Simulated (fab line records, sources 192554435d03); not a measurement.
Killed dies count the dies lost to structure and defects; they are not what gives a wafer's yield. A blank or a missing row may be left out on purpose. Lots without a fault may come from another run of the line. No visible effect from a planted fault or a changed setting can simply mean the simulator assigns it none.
fab line records	flow n5_finfet
record: lots: 8	wafers: 24	last_day: 17
route steps=1938 shown SD_EPI_P@307 ILD0@344 BEOL_M4@1111 PASSIVATION@1936
lots that met no fault: from a run of the same line without faults
start_h: start of the lot's first displayed wafer, in hours after the record's first day	wait_h: hours since the lot's step before	" the same as in the row above	L1.1+2: a row that stands for several wafers	- no value present, or no start provided	* or withheld: withheld	< > ~ a bound
route shown NAME@n: a module of which the file shows steps, and the number in the route of the first	usual: mean/standard deviation of fault-free wafers	same: alike in all rows	chamber/n: place in a boat	sites: readings site by site	_std_site: their standard deviation	_edge_site: outer sites' mean less inner sites'	radius_mm: how far each site lies from the wafer's centre	mask NAME#n: copy n	behind: the last tool/chamber to shape the wafer	hold: the reason the lot was held/the length of the hold in hours/how it ended	device: the n, p or np transistor that did not switch	end of line: the same wafers' tests at the end of the route	for a step that has no rows: nothing shown but its recipe	killed: dies that structure and defects cost at the first sort, which is not the same as the wafer's yield	map: a wafer's dies, x killed, . not, _ none there
set.NAME: setting as actually run; set.NAME@STEP: the setting as run at that earlier step	model.NAME: the simulator's own value behind a step, which no gauge read
a sample of lots followed through the steps of the route, with each step as a table and each wafer as a row
services: a tool's chamber out of use, with start hour (start_h, from the record's first day; less than 0 if before it), hours out, and reason
== steps ==
step: N5_SD_EPI_P_ETCH_36
recipe: chemistry: CF4	target: SiARC	target_depth_a: 455	mask_material: CAR-ArF-block	time_s: 75.8	ion_energy_ev: 80	pressure_mtorr: 40	source_w: 545	bias_w: 36	Ar_flow_sccm: 100	cf4_flow_sccm: 100	ends: cleared
usual: bias_w: 36.00/0.11	drypump_motor_current_A: 5.9/0.4	etch_rf_on_time_s: 75.9/1.3	oes_product_au: 0.68/0.081	rf_vpp_V: 184.5/1.3	showerhead_plenum_p_Torr: 2.17/0.077	throttle_valve_pct: 15.57/0.26
lot.wafer	tool	chamber	start_h	wait_h	bias_w	drypump_motor_current_A	etch_rf_on_time_s	oes_product_au	rf_hours_counter_h	rf_vpp_V	showerhead_plenum_p_Torr	throttle_valve_pct
L804.3	rie_diel-02	1	77.01	0.0	36.10	6.3	76.5	0.65	123	184.9	2.24	15.31
L804.4	"	0	"	"	35.85	6.0	76.3	0.74	39	184.8	2.27	15.21
L804.5	"	0	"	"	35.96	6.0	76.0	0.75	-	187.0	2.27	15.23
L806.1	rie_diel-03	3	93.94	0.0	35.94	5.4	77.5	0.59	220	184.3	2.12	15.99
L806.2	"	2	"	"	35.93	5.3	76.9	0.67	115	183.7	2.07	15.63
L806.5	"	1	"	"	36.17	6.0	76.7	0.66	-	185.5	2.23	15.77
L807.2	rie_diel-02	3	100.65	0.0	35.93	5.6	76.5	0.59	240	182.5	2.03	15.85
L807.3	"	2	"	"	35.92	6.2	76.8	0.65	161	184.6	2.06	15.92
L807.4	"	1	"	"	35.87	6.2	75.5	0.65	126	184.3	2.24	15.32
L809.2	rie_diel-03	3	108.49	0.0	36.00	5.4	78.2	0.58	226	183.7	2.12	15.99
L809.3	"	2	"	"	36.02	5.3	76.7	0.67	120	183.1	2.07	15.63
L809.6	"	3	"	"	35.77	5.4	77.3	0.59	-	182.3	2.12	15.99
L814.1	rie_diel-06	3	140.69	0.0	36.02	5.8	76.1	0.72	73	187.2	2.26	15.30
L814.4	"	2	"	"	36.03	5.2	76.7	0.76	31	184.4	2.18	15.44
L814.6	"	3	"	"	36.06	5.9	75.7	0.73	-	186.3	2.26	15.32
L820.1	rie_diel-02	1	172.65	0.0	36.11	6.3	75.1	0.64	147	184.2	2.23	15.36
L820.5	"	3	"	"	36.02	5.6	72.1	0.83	-	184.9	2.28	15.40
L820.6	"	2	"	"	36.05	6.2	76.1	0.64	-	182.2	2.05	15.96
L821.2	rie_diel-03	0	181.26	0.0	35.86	6.6	75.2	0.75	22	183.4	2.10	15.48
L821.4	"	2	"	"	36.17	5.3	76.5	0.65	-	183.7	2.06	15.67
L821.6	"	0	"	"	35.93	6.6	74.9	0.77	-	184.6	2.11	15.49
L823.2	rie_diel-06	0	196.41	0.0	36.15	6.0	76.9	0.57	241	182.4	2.11	15.81
L823.3	"	3	"	"	35.71	5.8	76.2	0.71	86	185.8	2.25	15.33
L823.5	"	0	"	"	35.94	5.9	77.5	0.56	-	183.1	2.11	15.79
step: N5_SD_EPI_P_ETCH_47
recipe: chemistry: CH3F/O2	target: SiOCN	target_depth_a: 250	mask_material: SOC	ion_energy_ev: 60	bias_w: 29	pressure_mtorr: 30	source_w: 410	Ar_flow_sccm: 150	CH3F_flow_sccm: 30	O2_flow_sccm: 20
usual: bias_w: 28.99/0.096	drypump_motor_current_A: 5.9/0.4	oes_product_au: 0.80/0.095	rf_vpp_V: 127.6/1.7	showerhead_plenum_p_Torr: 2.03/0.075	throttle_valve_pct: 16.29/0.26
lot.wafer	tool	chamber	start_h	wait_h	bias_w	drypump_motor_current_A	oes_product_au	rf_hours_counter_h	rf_vpp_V	showerhead_plenum_p_Torr	throttle_valve_pct
L804.3	rie_diel-02	1	77.49	0.1	29.09	6.2	0.78	124	131.5	2.09	15.99
L804.4	"	0	"	"	29.07	6.0	0.90	39	128.2	2.12	15.93
L804.5	"	0	"	"	29.11	6.0	0.89	-	128.8	2.12	15.94
L806.1	rie_diel-03	3	94.42	0.1	29.07	5.4	0.69	220	128.9	1.98	16.70
L806.2	"	2	"	"	29.16	5.3	0.78	115	125.3	1.93	16.33
L806.5	"	1	"	"	28.98	5.9	0.76	-	128.5	2.09	16.50
L807.2	rie_diel-02	3	101.13	0.1	28.84	5.6	0.68	240	127.2	1.90	16.58
L807.3	"	2	"	"	29.06	6.2	0.76	161	126.5	1.92	16.64
L807.4	"	1	"	"	28.97	6.2	0.77	126	129.2	2.09	16.00
L809.2	rie_diel-03	3	108.97	0.1	28.98	5.3	0.69	226	130.1	1.98	16.71
L809.3	"	2	"	"	28.99	5.3	0.78	120	126.1	1.93	16.35
L809.6	"	3	"	"	29.05	5.3	0.70	-	129.3	1.98	16.71
L814.1	rie_diel-06	3	141.17	0.1	29.05	5.8	0.84	74	125.6	2.11	16.00
L814.4	"	2	"	"	29.14	5.2	0.89	31	130.4	2.04	16.21
L814.6	"	3	"	"	29.02	5.8	0.85	-	125.1	2.11	16.01
L820.1	rie_diel-02	1	173.14	0.1	28.96	6.3	0.75	147	129.7	2.08	16.03
L820.5	"	3	"	"	28.90	5.6	0.98	-	128.4	2.14	16.12
L820.6	"	2	"	"	28.94	6.2	0.74	-	127.5	1.91	16.70
L821.2	rie_diel-03	0	181.74	0.1	28.88	6.7	0.90	22	130.0	1.96	16.17
L821.4	"	2	"	"	28.98	5.3	0.75	-	127.6	1.92	16.39
L821.6	"	0	"	"	29.01	6.7	0.89	-	129.7	1.96	16.18
L823.2	rie_diel-06	0	196.89	0.1	28.90	6.0	0.67	241	125.3	1.97	16.52
L823.3	"	3	"	"	29.12	5.8	0.83	86	125.8	2.10	16.01
L823.5	"	0	"	"	28.91	6.0	0.66	-	126.4	1.97	16.53
step: N5_SD_EPI_P_STRIP_40
recipe: chemistry: N2/H2	power_w: 1000	temp_c: 250	h2_frac: 0.65	overash_fraction: 0.3	pressure_mtorr: withheld	n2_flow_sccm: 1750	h2_flow_sccm: 3250
usual: drypump_motor_current_A: 6.22/0.29	h2_flow_sccm: 3250/10	heater_power_w: 319/15	oes_product_au: 0.761/0.011
lot.wafer	tool	chamber	start_h	wait_h	drypump_motor_current_A	h2_flow_sccm	heater_power_w	oes_product_au	rf_hours_counter_h
L804.3	plasma_asher-02	0	77.83	0.0	6.36	3262	324	0.769	-
L804.4	"	1	"	"	6.45	3236	324	0.754	-
L804.5	"	1	"	"	6.48	3234	316	0.751	-
L806.1	plasma_asher-01	1	94.74	0.0	5.91	3235	290	0.762	40
L806.2	"	0	"	"	5.73	3262	317	0.757	40
L806.5	"	0	"	"	5.71	3249	316	0.763	-
L807.2	plasma_asher-02	1	101.45	0.0	6.46	3254	323	0.761	94
L807.3	"	0	"	"	6.41	3264	343	0.757	-
L807.4	"	1	"	"	6.47	3246	327	0.769	-
L809.2	plasma_asher-02	0	109.29	0.0	6.42	3240	334	0.746	95
L809.3	"	0	"	"	6.37	3239	335	0.757	-
L809.6	"	0	"	"	6.35	3230	337	0.766	-
L814.1	plasma_asher-01	1	141.49	0.0	5.96	3258	291	0.745	51
L814.4	"	0	"	"	5.79	3244	309	0.748	-
L814.6	"	0	"	"	5.69	3253	316	0.769	-
L820.1	plasma_asher-02	0	173.45	0.0	6.37	3259	334	0.765	108
L820.5	"	1	"	"	6.43	3247	323	0.756	-
L820.6	"	0	"	"	6.38	3251	334	0.755	-
L821.2	plasma_asher-01	1	182.06	0.0	5.88	3246	299	0.771	59
L821.4	"	0	"	"	5.71	3251	316	0.765	-
L821.6	"	0	"	"	5.72	3246	323	0.751	-
L823.2	plasma_asher-02	0	197.20	0.0	6.40	3254	328	0.750	112
L823.3	"	1	"	"	6.47	3231	320	0.754	-
L823.5	"	0	"	"	6.41	3242	337	0.760	-
step: N5_SD_EPI_P_INSPECT_26
recipe: inspect_instrument: darkfield	mode: post_epi
usual: raw_defect_count: 165/34
lot.wafer	tool	chamber	start_h	wait_h	raw_defect_count
L804.3	defect_inspect-02	-	80.69	0.0	209
L804.4	"	-	"	"	199
L804.5	"	-	"	"	194
L806.1	defect_inspect-02	-	97.65	0.0	174
L806.2	"	-	"	"	148
L806.5	"	-	"	"	143
L807.2	defect_inspect-01	-	105.17	0.0	192
L807.3	"	-	"	"	198
L807.4	"	-	"	"	194
L809.2	defect_inspect-01	-	112.20	0.0	165
L809.3	"	-	"	"	245
L809.6	"	-	"	"	169
L814.1	defect_inspect-02	-	144.38	0.0	98
L814.4	"	-	"	"	149
L814.6	"	-	"	"	129
L820.1	defect_inspect-02	-	176.46	0.0	107
L820.5	"	-	"	"	109
L820.6	"	-	"	"	107
L821.2	defect_inspect-02	-	184.94	0.0	171
L821.4	"	-	"	"	494
L821.6	"	-	"	"	434
L823.2	defect_inspect-02	-	200.09	0.0	123
L823.3	"	-	"	"	137
L823.5	"	-	"	"	143
step: N5_ILD0_CMP_12
recipe: stop_on: poly-Si	material: SiNx	t_overpolish_s: 6	post_cmp_clean: alkaline_brush	down_force_psi: 2.5	platen_rpm: 51.8	pad_velocity_m_s: 1.0307	target_thk_nm: 17.67
usual: motor_current_A: 9.1/0.7	overpolish_run_s: 5.999/0.009	pad_life_wafers: 1006/570	time_to_endpoint_s: 29.5/2.3
lot.wafer	tool	chamber	start_h	wait_h	motor_current_A	overpolish_run_s	pad_life_wafers	time_to_endpoint_s
L804.4	cmp-03	2	87.83	1.3	9.1	5.991	864	26.8
L804.3	"	0	"	"	9.1	5.988	866	26.7
L804.5	"	2	"	"	9.5	5.995	-	26.3
L806.1	cmp-03	0	104.49	1.2	9.5	5.992	985	29.1
L806.2	"	1	"	"	9.2	6.007	986	27.1
L806.5	"	3	"	"	10.1	6.010	-	28.5
L807.2	cmp-04	0	112.19	1.1	8.0	6.004	510	29.1
L807.3	"	2	"	"	9.6	6.002	512	29.4
L807.4	"	3	"	"	9.4	6.002	513	29.5
L809.3	cmp-02	1	119.14	1.2	9.1	6.015	1988	28.5
L809.2	"	2	"	"	8.4	6.016	1989	31.3
L809.6	"	3	"	"	9.6	5.990	-	28.9
L814.1	cmp-03	2	151.40	1.1	9.2	5.994	1380	29.7
L814.4	"	3	"	"	9.8	5.995	1381	27.4
L814.6	"	3	"	"	10.0	6.001	-	27.4
L820.1	cmp-02	0	183.87	1.2	9.8	6.010	482	32.4
L820.5	"	2	"	"	8.1	6.005	-	33.5
L820.6	"	3	"	"	9.3	6.009	-	33.6
L821.2	cmp-03	2	192.15	1.2	9.2	6.006	1693	30.7
L821.4	"	0	"	"	9.1	5.993	1695	31.1
L821.6	"	1	"	"	8.8	6.008	-	33.8
L823.2	cmp-02	2	208.19	1.2	8.3	5.997	661	31.8
L823.3	"	3	"	"	9.2	5.976	662	29.6
L823.5	"	2	"	"	8.3	6.003	-	29.2
step: N5_BEOL_M4_RC_MEAS_101
usual: DIBL_N: 36.3/1.2	DIBL_P: 36.1/1.6	IOFF_N: 0.161/0.023	IOFF_P: 0.209/0.027	ION_N: 676/8.9	ION_P: 462/5.3	SS_N: 71.5/0.51	SS_P: 73.2/0.5	VT_N: 249.1/2.5	VT_P: -249.9/2.8
lot.wafer	tool	chamber	start_h	wait_h	DIBL_N[mV/V]	DIBL_P[mV/V]	IOFF_N[nA/um]	IOFF_P[nA/um]	ION_N[uA/um]	ION_P[uA/um]	SS_N[mV/dec]	SS_P[mV/dec]	VT_N[mV]	VT_P[mV]
L804.3	prober-02	0	185.41	0.3	35.5	34.7	0.126	0.169	658	450	70.6	72.4	250.9	-255.3
L804.4	"	0	"	"	34.8	33.8	0.121	0.164	664	457	69.9	72.7	252.8	-255.6
L804.5	"	0	"	"	36.0	35.1	0.137	0.182	672	459	70.4	72.3	252.8	-254.5
L806.1	prober-02	0	204.65	0.0	36.5	35.8	0.158	0.203	669	459	71.6	73.5	249.0	-249.5
L806.2	"	0	"	"	37.4	37.8	0.188	0.239	675	459	71.5	73.4	248.5	-247.8
L806.5	"	0	"	"	37.1	37.4	0.198	0.240	683	466	71.6	74.4	248.4	-247.9
L807.2	prober-01	0	211.89	0.2	34.3	34.7	0.129	0.158	664	450	71.2	73.6	252.9	-256.2
L807.3	"	0	"	"	35.1	35.5	0.140	0.175	679	461	71.3	73.3	248.6	-252.5
L807.4	"	0	"	"	35.0	35.4	0.140	0.171	663	454	71.4	73.3	249.8	-253.8
L809.2	prober-01	0	212.82	0.3	33.8	34.7	0.146	0.179	678	463	72.2	72.4	247.6	-253.7
L809.3	"	0	"	"	35.2	36.6	0.172	0.209	687	463	71.7	73.4	244.4	-249.4
L809.6	"	0	"	"	34.6	35.9	0.155	0.190	675	458	71.3	72.8	248.9	-251.1
L814.1	prober-02	0	255.24	0.0	36.4	35.7	0.165	0.181	666	457	72.0	73.6	247.4	-253.8
L814.4	"	0	"	"	37.0	36.8	0.178	0.193	674	456	71.8	74.2	249.3	-253.1
L814.6	"	0	"	"	35.9	36.1	0.161	0.187	671	455	70.9	73.5	249.5	-253.2
L820.1	prober-02	0	278.72	0.0	36.8	37.2	0.177	0.220	679	460	72.2	73.3	249.4	-250.5
L820.5	"	0	"	"	38.2	37.8	0.200	0.232	688	462	71.8	73.2	247.3	-247.2
L820.6	"	0	"	"	37.9	37.5	0.186	0.225	680	467	72.0	72.1	247.4	-249.5
L821.2	prober-02	0	284.75	0.2	34.3	35.7	0.117	0.192	663	461	71.9	72.9	254.1	-252.3
L821.4	"	0	"	"	35.8	36.9	0.135	0.214	666	463	71.0	73.7	254.6	-249.9
L821.6	"	0	"	"	36.0	37.6	0.138	0.222	673	467	71.6	73.1	254.9	-250.0
L823.2	prober-01	0	310.37	0.2	37.1	36.4	0.166	0.217	679	465	71.8	73.3	250.1	-246.2
L823.3	"	0	"	"	36.0	35.6	0.143	0.202	674	463	71.9	73.1	250.6	-248.4
L823.5	"	0	"	"	35.0	34.3	0.132	0.178	662	457	71.6	73.4	251.1	-248.6
step: N5_PASSIVATION_PROBE_49
usual: defect_limited_yield: 91.3/1.5	killed_at_M0_to_M3: 35/10	killed_at_M4_up: 13/5.3	killed_at_contacts: 12/5.7	killed_at_front_end: 39/11	killed_at_other: 3.3/2.7	killed_dies: 102/18	killed_open: 67/13	killed_short: 34/7.8	sort_bin_5_function: 5.1/1	sort_bin_6_memory: 3.3/0.68	sort_n_pass: 1078/18	sort_yield_pct: 91.3/1.5
same: gross_dies: 1180	killed_at_back_side: 0	sort_bin_4_leakage[%]: 0	sort_bin_8_speed[%]: 0
lot.wafer	tool	chamber	start_h	wait_h	defect_limited_yield[%]	killed_at_M0_to_M3	killed_at_M4_up	killed_at_contacts	killed_at_front_end	killed_at_other	killed_dies	killed_open	killed_short	sort_bin_5_function[%]	sort_bin_6_memory[%]	sort_n_pass	sort_yield_pct[%]
L821.2	prober-01	-	389.17	0.1	92.2	22	18	10	35	7	92	57	33	4.8	2.5	1088	92.2
L821.4	prober-01	-	389.27	0.2	81.4	33	19	13	149	5	219	77	34	11.7	4.8	961	81.4
L821.6	prober-01	-	389.37	0.3	82.8	23	16	7	151	6	203	65	34	11.0	4.7	977	82.8
killed by level:class
L821.2 FIN_SAQP:geometric_particle:open=8 MOL_CONTACT_COAG:geometric_particle:open=8 FIN_SAQP:geometric_particle:short=6 GATE_CUT:geometric_particle:short=6 BEOL_M0_SAQP:geometric_particle:open=6 BEOL_M1:geometric_particle:open=6 BEOL_M4:geometric_particle:open=5 BEOL_M5:geometric_particle:open=5
L821.4 SD_EPI_P:unspecified=105 BEOL_M1:geometric_particle:open=14 FIN_SAQP:geometric_particle:open=11 MOL_CONTACT_COAG:geometric_particle:open=10 STI_FIN_REVEAL:geometric_particle:open=8 BEOL_M0_SAQP:geometric_particle:short=6 BEOL_M4:geometric_particle:open=6 FIN_SAQP:geometric_particle:short=5
L821.6 SD_EPI_P:unspecified=102 FIN_SAQP:geometric_particle:open=14 BEOL_M1:geometric_particle:open=8 FIN_SAQP:geometric_particle:short=7 BEOL_M4:geometric_particle:open=7 STI_FIN_REVEAL:geometric_particle:open=6 DUMMY_GATE:geometric_particle:open=6 MOL_CONTACT_COAG:geometric_particle:open=4
== services ==
tool	chamber	start_h	hours	kind
cmp-02	-	82.01	6.3	repair
cmp-04	-	87.12	1.4	repair
rie_diel-06	0	88.86	4.1	repair
rie_diel-03	0	98.81	-	clean
rie_diel-03	0	98.81	-	consumable_replace:focus_ring
rie_diel-03	0	98.81	21.2	scheduled_down
rie_diel-03	0	98.81	21.2	vent_cycle
rie_diel-02	1	113.73	15.6	repair
rie_diel-06	2	117.42	1.2	repair
plasma_asher-02	-	123.16	4.3	pm
rie_diel-02	3	129.56	-	clean
rie_diel-02	3	129.56	-	consumable_replace:focus_ring
cmp-02	-	132.53	4.0	pm
cmp-03	-	142.93	1.2	repair
cmp-04	-	149.07	6.8	pm
rie_diel-02	3	153.75	1.5	repair
cmp-04	-	164.22	2.1	repair
cmp-03	-	164.27	0.9	repair
rie_diel-03	3	164.52	1.7	repair
cmp-04	-	174.93	1.3	repair
cmp-03	-	175.11	3.4	pm
rie_diel-06	-	179.18	14.6	pm
cmp-03	-	195.42	1.8	repair
rie_diel-02	0	201.01	9.1	repair
== key ==
first_sign: step: N5_SD_EPI_P_INSPECT_26	reading: raw_defect_count	direction: up	sigmas: 8.9	usual: 165	struck: 464
effect: step: N5_PASSIVATION_PROBE_49	reading: killed_at_front_end	direction: up	sigmas: 10	usual: 39	struck: 150
more_kills_born_at: N5_SD_EPI_P_STRIP_40@plasma_asher-01: 207
met_at N5_SD_EPI_P_STRIP_40
struck_lots L821
struck_wafers L821.4,L821.6
not_acting_at N5_SD_EPI_P_ETCH_36,N5_SD_EPI_P_ETCH_47,N5_ILD0_CMP_12
onset_between 141.49 182.06
fault: kind: chamber_particle_source	tool: plasma_asher-01	chamber: 0	onset_h: 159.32	steps: N5_SD_EPI_P_STRIP_40	rate_per_visit_cm2: 0.47913	end_h: 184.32
